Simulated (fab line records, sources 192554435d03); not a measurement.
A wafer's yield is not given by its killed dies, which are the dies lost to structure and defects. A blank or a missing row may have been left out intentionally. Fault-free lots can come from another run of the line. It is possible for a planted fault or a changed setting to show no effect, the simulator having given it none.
Chamber matching    flow n5Finfet    N5_MOL_CONTACT_COAG_STRIP_96 on rieDiel-01: 4 sister chambers
The step strips in N2/H2. 4 wafers are shown with their chamber, then 9 later ones without.

WAFERS, EACH WITH ITS CHAMBER
wafer   chamber  showerheadPlenumPTorr (Torr)
L074.6  3        3.19
L079.3  1        3.43
L082.2  0        3.52
L082.5  2        3.43

WAFERS WITH NO CHAMBER GIVEN
wafer   showerheadPlenumPTorr (Torr)
L084.4  3.42
L084.5  3.52
L084.6  3.59
L091.2  3.58
L091.3  3.42
L091.4  3.51
L097.1  3.41
L097.3  3.41
L097.6  3.57

WHICH CHAMBER EACH WENT THROUGH
wafer    from the rows above            in truth
L084.4   can't be placed: 1 or 2        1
L084.5   0                              0
L084.6   0                              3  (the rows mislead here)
L091.2   0                              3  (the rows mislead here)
L091.3   can't be placed: 1 or 2        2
L091.4   can't be placed: 0 or 1 or 2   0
L097.1   can't be placed: 1 or 2        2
L097.3   can't be placed: 1 or 2        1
L097.6   0                              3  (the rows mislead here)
Placed correctly: 1 of 9. Unplaceable from these rows: 5, with the true chamber sitting among the candidates in 5. Wrongly placed: 3.
How it was worked out, from the rows above alone: a wafer's distance from a chamber is the root of the sum, over the readings, of the square of ((its reading less the chamber's mean) divided by the reading's scatter). If the next closest chamber is less than 2 further off than the closest, the wafer can't be placed; otherwise it belongs to the closest. The mean given for a chamber averages the wafers shown for that chamber. The scatter: root of mean squared gap, hidden wafer to nearest shown wafer, with one shown wafer a chamber.
